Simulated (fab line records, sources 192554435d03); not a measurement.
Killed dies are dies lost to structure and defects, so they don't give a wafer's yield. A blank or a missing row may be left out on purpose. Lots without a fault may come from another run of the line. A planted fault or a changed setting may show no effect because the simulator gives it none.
fab line records | flow n5_finfet
record lots=10 wafers=30 last_day=17
route steps=1938 shown SDB@364 MIM_TOP_LITHO@1847 PASS1_CAP@1873 PASSIVATION@1929
lots that met no fault: from a run of the same line without faults
start_h: hours from the record's first day to the start of the lot's first wafer shown | wait_h: hours since the lot's step before | " the same as in the row above | L1.1+2: a row that stands for several wafers | - no value, or no start given | * or withheld: withheld | < > ~ a bound
route shown NAME@n: a module of which the file shows steps, and the number in the route of the first | usual: mean/standard deviation of fault-free wafers | same: alike in all rows | chamber/n: place in a boat | sites: the reading at each site | _std_site: their standard deviation | _edge_site: outer sites' mean less inner sites' | radius_mm: how far each site lies from the wafer's centre | mask NAME#n: copy n | behind: the tool/chamber that last shaped the wafer | hold: why the lot was held/for how many hours/how that ended | device: the transistor (n, p or np) that didn't switch | end of line: the same wafers' tests at the end of the route | a step without rows: its recipe alone | killed: dies lost to structure and defects at the first sort, not the wafer's yield | map: a wafer's dies, x killed, . not, _ none there
set.NAME: the setting as run; set.NAME@STEP: as run at that earlier step | model.NAME: the simulator's own value behind a step, which no gauge read
steps of the route over a sample of lots; a table a step, a row a wafer
services: from which hour (start_h, from the record's first day; less than 0 if before it) a tool's chamber was out of use, for how many hours, and why
## steps
# step N5_SDB_HM_OPEN_20
# recipe chemistry=CH3F/O2 target=SiNx mask_material=SOC target_depth_a=240 stop_on=poly-Si over_etch_frac=0.4 ion_energy_ev=120 pressure_mtorr=30 source_w=395 bias_w=73 Ar_flow_sccm=150 CH3F_flow_sccm=30 O2_flow_sccm=20
# usual drypump_motor_current_A=5.6/0.44 oes_f_703_au=0.77/0.077 oes_product_au=0.63/0.064 rf_vpp_V=299/6 showerhead_plenum_p_Torr=1.99/0.06 throttle_valve_pct=16.34/0.19
# columns lot.wafer tool chamber start_h wait_h drypump_motor_current_A oes_f_703_au oes_product_au rf_hours_counter_h rf_vpp_V showerhead_plenum_p_Torr throttle_valve_pct
L537.1 rie_diel-03 0 67.49 0.0 6.1 0.87 0.69 59 296 1.96 16.31
L537.3 " 2 " " 6.2 0.81 0.63 126 299 1.93 16.29
L537.6 " 2 " " 6.2 0.81 0.64 - 299 1.93 16.30
L538.1 rie_diel-03 1 77.62 0.0 5.3 0.68 0.55 236 308 2.05 16.66
L538.3 " 0 " " 6.1 0.87 0.70 64 296 1.95 16.30
L538.6 " 3 " " 5.6 0.96 0.82 - 300 1.97 16.13
L541.1 rie_diel-05 0 91.91 0.0 5.7 0.77 0.61 164 288 1.99 16.40
L541.2 " 2 " " 5.6 0.76 0.62 159 305 2.10 16.07
L541.5 " 2 " " 5.6 0.76 0.63 - 306 2.10 16.08
L542.2 rie_diel-05 3 98.96 0.0 5.2 0.68 0.54 240 302 1.97 16.73
L542.4 " 2 " " 5.6 0.77 0.62 161 306 2.10 16.07
L542.6 " 1 " " 5.2 0.76 0.61 - 296 2.00 16.35
L543.1 rie_diel-03 2 102.89 0.0 6.2 0.80 0.62 139 297 1.92 16.32
L543.4 " 3 " " 5.6 0.92 0.78 10 301 1.96 16.16
L543.5 " 1 " " 5.3 0.67 0.55 - 305 2.05 16.70
L544.3 rie_diel-03 2 109.78 0.0 6.2 0.80 0.62 141 296 1.92 16.33
L544.5 " 2 " " 6.2 0.80 0.62 - 297 1.92 16.34
L544.6 " 3 " " 5.6 0.90 0.79 - 300 1.96 16.16
L545.1 rie_diel-03 3 116.16 0.0 5.6 0.89 0.77 14 299 1.96 16.15
L545.2 " 2 " " 6.2 0.80 0.61 143 298 1.92 16.35
L545.5 " 1 " " 5.2 0.67 0.55 - 308 2.04 16.69
L547.1 rie_diel-03 0 128.25 0.0 6.1 0.85 0.66 82 296 1.95 16.35
L547.2 " 2 " " 6.2 0.79 0.61 148 298 1.92 16.35
L547.3 " 3 " " 5.6 0.89 0.73 19 299 1.96 16.15
L556.2 rie_diel-06 3 178.75 0.0 6.4 0.73 0.59 200 297 1.91 16.35
L556.5 " 0 " " 5.0 0.67 0.58 - 305 2.06 16.57
L556.6 " 1 " " 5.4 0.79 0.64 - 295 1.99 16.06
L560.1 rie_diel-05 1 203.40 0.0 5.2 0.73 0.58 197 297 1.98 16.44
L560.2 " 2 " " 5.7 0.73 0.60 194 306 2.08 16.14
L560.5 " 2 " " 5.7 0.74 0.60 - 308 2.08 16.13
# step N5_MIM_TOP_LITHO_CD_MEAS_08
# recipe target_cd_nm=2000 landing_energy_ev=500 detector=se_inlens
# usual cd_nm=1999.5/1.9
# columns lot.wafer tool chamber start_h wait_h cd_nm
L537.1 cd_sem-01 0 242.46 - 1996.8
L537.3 " 0 " " 1999.7
L537.6 " 0 " " 1999.7
L538.1 cd_sem-01 0 255.17 - 1998.1
L538.3 " 0 " " 1999.7
L538.6 " 0 " " 2000.7
L542.2 cd_sem-02 0 283.06 - 1995.8
L542.4 " 0 " " 2000.6
L542.6 " 0 " " 1996.0
L544.3 cd_sem-01 0 287.56 - 1998.6
L544.5 " 0 " " 2000.4
L544.6 " 0 " " 2000.0
L543.1 cd_sem-02 0 290.65 - 1998.2
L543.4 " 0 " " 1998.8
L543.5 " 0 " " 1997.1
L545.1 cd_sem-01 0 295.56 - 1997.2
L545.2 " 0 " " 1997.4
L545.5 " 0 " " 1996.3
L541.1 cd_sem-02 0 295.59 - 1998.4
L541.2 " 0 " " 1998.6
L541.5 " 0 " " 1997.5
L547.1 cd_sem-02 0 311.06 - 1999.7
L547.2 " 0 " " 1999.5
L547.3 " 0 " " 1997.9
L556.2 cd_sem-02 0 370.74 - 1999.3
L556.5 " 0 " " 1998.4
L556.6 " 0 " " 2002.4
L560.1 cd_sem-01 0 394.97 - 1995.0
L560.2 " 0 " " 1994.6
L560.5 " 0 " " 1998.7
# step N5_PASSIVATION_PECVD_55
# recipe material=SiO2 target_thk_a=4000 temp_c=400 precursor=SiH4/N2O pressure_torr=2.7 rf_w=608 time_s=22.5
# usual heater_power_w=667/75 showerhead_plenum_p_Torr=8.19/0.1 throttle_valve_pct=51/3.5
# columns lot.wafer tool chamber start_h wait_h heater_power_w showerhead_plenum_p_Torr throttle_valve_pct
L537.1 pecvd-01 0 244.29 0.0 628 8.09 50
L537.3 " 1 " " 777 8.26 52
L537.6 " 0 " " 526 8.09 50
L538.1 pecvd-02 2 256.88 0.0 639 8.23 50
L538.3 " 0 " " 792 8.19 55
L538.6 " 0 " " 788 8.18 55
L542.2 pecvd-01 0 285.01 0.0 573 8.07 50
L542.4 " 1 " " 724 8.24 52
L542.6 " 2 " " 591 8.24 46
L544.3 pecvd-04 2 289.29 0.0 600 8.36 46
L544.5 " 2 " " 637 8.35 46
L544.6 " 1 " " 749 8.12 56
L543.1 pecvd-04 2 292.40 0.0 698 8.35 46
L543.4 " 1 " " 724 8.16 56
L543.5 " 2 " " 719 8.35 45
L545.1 pecvd-01 1 297.50 0.0 846 8.25 52
L545.2 " 0 " " 534 8.07 50
L545.5 " 0 " " 566 8.09 50
L541.1 pecvd-02 0 297.63 0.0 793 8.17 56
L541.2 " 1 " " 665 8.16 52
L541.5 " 2 " " 677 8.23 50
L547.1 pecvd-01 2 312.78 0.0 677 8.25 46
L547.2 " 1 " " 753 8.26 52
L547.3 " 0 " " 511 8.09 50
L556.2 pecvd-01 0 373.44 0.0 616 8.08 50
L556.5 " 2 " " 742 8.23 47
L556.6 " 1 " " 766 8.25 52
L560.1 pecvd-04 1 396.68 0.0 751 8.11 57
L560.2 " 0 " " 667 8.07 51
L560.5 " 0 " " 675 8.07 51
# step N5_PASSIVATION_PASS_ETCH_47
# recipe chemistry=CF4/O2 target=SiNx target_depth_a=7700 time_s=385 ion_energy_ev=100 pressure_mtorr=40 source_w=535 bias_w=49 Ar_flow_sccm=100 cf4_flow_sccm=100 O2_flow_sccm=10
# usual cf4_flow_sccm=100.0/0.31 drypump_motor_current_A=5.6/0.41 oes_f_703_au=0.82/0.089 oes_product_au=0.82/0.092 rf_vpp_V=242/4.9 showerhead_plenum_p_Torr=2.20/0.073 throttle_valve_pct=15.80/0.17
# columns lot.wafer tool chamber start_h wait_h cf4_flow_sccm drypump_motor_current_A oes_f_703_au oes_product_au rf_hours_counter_h rf_vpp_V showerhead_plenum_p_Torr throttle_valve_pct
L537.1 rie_diel-03 1 250.51 0.0 100.0 5.3 0.91 0.90 35 249 2.24 15.86
L537.3 " 0 " " 100.4 6.1 0.80 0.78 127 241 2.13 15.92
L537.6 " 1 " " 99.8 5.3 0.90 0.90 - 247 2.24 15.85
L538.1 rie_diel-03 3 261.35 0.0 99.8 5.6 0.81 0.84 72 243 2.15 15.80
L538.3 " 2 " " 99.8 6.2 0.75 0.72 201 239 2.10 15.96
L538.6 " 1 " " 100.1 5.3 0.90 0.89 - 248 2.24 15.84
L542.2 rie_diel-03 2 289.57 0.0 100.5 6.2 0.74 0.71 210 238 2.09 15.96
L542.4 " 1 " " 99.0 5.3 0.88 0.88 49 248 2.24 15.91
L542.6 " 1 " " 99.6 5.3 0.88 0.88 - 248 2.24 15.89
L544.3 rie_diel-03 2 295.41 0.0 100.0 6.2 0.74 0.71 212 241 2.09 15.97
L544.5 " 3 " " 100.0 5.6 0.80 0.83 - 243 2.14 15.81
L544.6 " 2 " " 100.0 6.1 0.74 0.71 - 239 2.09 15.95
L543.1 rie_diel-03 3 296.30 0.0 100.1 5.6 0.79 0.82 83 243 2.14 15.81
L543.4 " 1 " " 99.8 5.3 0.87 0.87 51 249 2.24 15.89
L543.5 " 0 " " 99.7 6.1 0.78 0.77 - 239 2.13 15.97
L545.1 rie_diel-05 1 303.54 0.0 99.8 5.2 0.71 0.70 230 240 2.17 15.99
L545.2 " 3 " " 100.0 5.2 0.84 0.84 57 243 2.15 15.92
L545.5 " 1 " " 100.3 5.2 0.71 0.70 - 240 2.17 15.99
L541.1 rie_diel-06 0 304.72 0.0 100.2 5.1 0.88 0.92 20 246 2.25 15.69
L541.2 " 2 " " 100.5 5.7 0.86 0.87 45 238 2.33 15.65
L541.5 " 0 " " 100.0 5.0 0.89 0.91 - 247 2.25 15.69
L547.1 rie_diel-05 0 317.04 0.0 99.6 5.7 0.71 0.69 241 234 2.17 16.04
L547.2 " 3 " " 99.8 5.2 0.83 0.83 63 245 2.15 15.95
L547.3 " 2 " " 99.3 5.6 0.70 0.71 234 249 2.27 15.71
L556.2 rie_diel-05 1 379.59 0.0 100.1 5.2 1.00 0.98 0 240 2.16 15.56
L556.5 " 0 " " 100.4 5.7 0.97 0.94 - 233 2.16 15.62
L556.6 " 3 " " 99.7 5.2 0.80 0.80 - 244 2.14 15.98
L560.1 rie_diel-05 0 401.18 0.0 100.1 5.7 0.95 0.92 19 232 2.16 15.63
L560.2 " 1 " " 100.0 5.2 0.95 0.94 8 241 2.16 15.58
L560.5 " 2 " " 99.6 5.6 0.99 1.01 - 248 2.26 15.27
# step N5_PASSIVATION_PROBE_49
# usual defect_limited_yield=91.3/1.5 killed_at_M0_to_M3=34/11 killed_at_M4_up=14/6.1 killed_at_contacts=12/5.9 killed_at_front_end=39/11 killed_at_other=4/3.3 killed_dies=102/18 killed_on_rim=13/3.8 killed_open=67/13 killed_short=33/7.9 sort_bin_5_function=5.1/1 sort_bin_6_memory=3.3/0.7 sort_n_pass=1077/19 sort_yield_pct=91.3/1.6
# same gross_dies=1180 killed_at_back_side=0 sort_bin_4_leakage[%]=0 sort_bin_8_speed[%]=0
# columns lot.wafer tool chamber start_h wait_h defect_limited_yield[%] killed_at_M0_to_M3 killed_at_M4_up killed_at_contacts killed_at_front_end killed_at_other killed_dies killed_on_rim killed_open killed_short sort_bin_5_function[%] sort_bin_6_memory[%] sort_n_pass sort_yield_pct[%]
L545.1 prober-01 - 306.55 0.0 78.8 35 11 11 189 4 250 10 67 34 12.4 5.4 930 78.8
L545.2 prober-01 - 306.60 0.1 88.4 21 19 12 79 6 137 36 70 27 7.1 3.2 1043 88.4
L545.5 prober-01 - 306.75 0.2 83.9 27 23 10 128 2 190 33 94 26 10.0 4.3 990 83.9
L547.1 prober-02 - 320.05 0.0 83.8 17 10 8 152 4 191 27 46 24 8.3 3.6 989 83.8
L547.2 prober-02 - 320.10 0.1 89.1 19 16 14 80 0 129 32 65 20 5.7 3.7 1051 89.1
L547.3 prober-02 - 320.15 0.1 79.9 24 28 10 172 3 237 15 67 28 12.2 4.1 943 79.9
# killed by level:class
L545.1 SDB:unspecified=149 MOL_CONTACT_COAG:geometric_particle:open=10 BEOL_M4:geometric_particle:open=8 FIN_SAQP:geometric_particle:short=7 STI_FIN_REVEAL:geometric_particle:open=7 BEOL_M2:geometric_particle:open=7 GATE_CUT:geometric_particle:short=6 BEOL_M0_SAQP:geometric_particle:short=6
L545.2 SDB:unspecified=40 MOL_CONTACT_COAG:geometric_particle:open=10 BEOL_M5:geometric_particle:open=9 FIN_SAQP:geometric_particle:open=8 BEOL_M3:geometric_particle:open=7 STARTING-WAFER:geometric_particle:open=6 STI_FIN_REVEAL:geometric_particle:open=5 FIN_SAQP:geometric_particle:short=3
L545.5 SDB:unspecified=70 FIN_SAQP:geometric_particle:open=25 STI_FIN_REVEAL:geometric_particle:open=15 BEOL_M4:geometric_particle:open=15 BEOL_M3:geometric_particle:open=13 BEOL_M0_SAQP:geometric_particle:short=7 MOL_CONTACT_COAG:geometric_particle:open=6 FIN_SAQP:geometric_particle:short=5
L547.1 SDB:unspecified=117 MOL_CONTACT_COAG:geometric_particle:open=8 BEOL_M4:geometric_particle:open=6 FIN_SAQP:geometric_particle:short=5 FIN_SAQP:geometric_particle:open=5 STI_FIN_REVEAL:geometric_particle:open=5 BEOL_M0_SAQP:geometric_particle:short=5 STARTING-WAFER:geometric_particle:open=5
L547.2 SDB:unspecified=40 MOL_CONTACT_COAG:geometric_particle:open=12 FIN_SAQP:geometric_particle:open=10 STI_FIN_REVEAL:geometric_particle:open=9 BEOL_M4:geometric_particle:open=6 BEOL_M0_SAQP:geometric_particle:open=5 FIN_SAQP:geometric_particle:short=4 DUMMY_GATE:geometric_particle:open=4
L547.3 SDB:unspecified=142 BEOL_M4:geometric_particle:open=14 STI_FIN_REVEAL:geometric_particle:open=8 MOL_CONTACT_COAG:geometric_particle:open=8 FIN_SAQP:geometric_particle:open=5 BEOL_M4:geometric_particle:short=5 BEOL_M0_SAQP:geometric_particle:short=5 BEOL_M3:geometric_particle:open=5
## services
# columns tool chamber start_h hours kind
rie_diel-05 1 45.20 32.4 repair
rie_diel-05 0 48.06 9.0 repair
rie_diel-03 3 60.97 - clean
rie_diel-03 3 60.97 - consumable_replace:focus_ring
rie_diel-06 3 94.68 12.9 repair
pecvd-01 - 124.78 0.8 repair
pecvd-04 - 127.86 5.5 pm
pecvd-04 - 164.08 1.0 repair
pecvd-01 1 167.18 4.5 repair
rie_diel-05 2 169.34 16.3 repair
rie_diel-05 0 170.33 5.8 repair
pecvd-01 - 219.34 6.0 pm
rie_diel-03 0 223.19 7.0 repair
pecvd-01 2 234.42 2.5 repair
rie_diel-06 3 249.82 7.8 repair
rie_diel-06 1 268.25 3.5 repair
rie_diel-05 1 280.42 2.5 repair
pecvd-02 - 303.54 3.5 repair
pecvd-01 0 316.01 5.0 repair
pecvd-01 - 338.32 2.8 pm
pecvd-04 1 377.36 3.4 repair
pecvd-02 - 381.79 0.9 repair
pecvd-01 2 382.55 5.0 repair
rie_diel-05 - 398.25 0.5 repair
## key
first_sign step=N5_PASSIVATION_PROBE_49 reading=killed_at_front_end direction=up sigmas=8.9 usual=39 struck=133
effect step=N5_PASSIVATION_PROBE_49 reading=defect_limited_yield direction=down sigmas=4.9 usual=91.3 struck=84.0
more_kills_born_at N5_SDB_HM_OPEN_20@rie_diel-03=558
met_at N5_SDB_HM_OPEN_20
struck_lots L545,L547
not_acting_at N5_MIM_TOP_LITHO_CD_MEAS_08,N5_PASSIVATION_PECVD_55,N5_PASSIVATION_PASS_ETCH_47
onset_between 109.78 116.16
fault kind=chamber_particle_source tool=rie_diel-03 chamber=- onset_h=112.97 steps=N5_SDB_HM_OPEN_20 rate_per_visit_cm2=1.6252 end_h=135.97
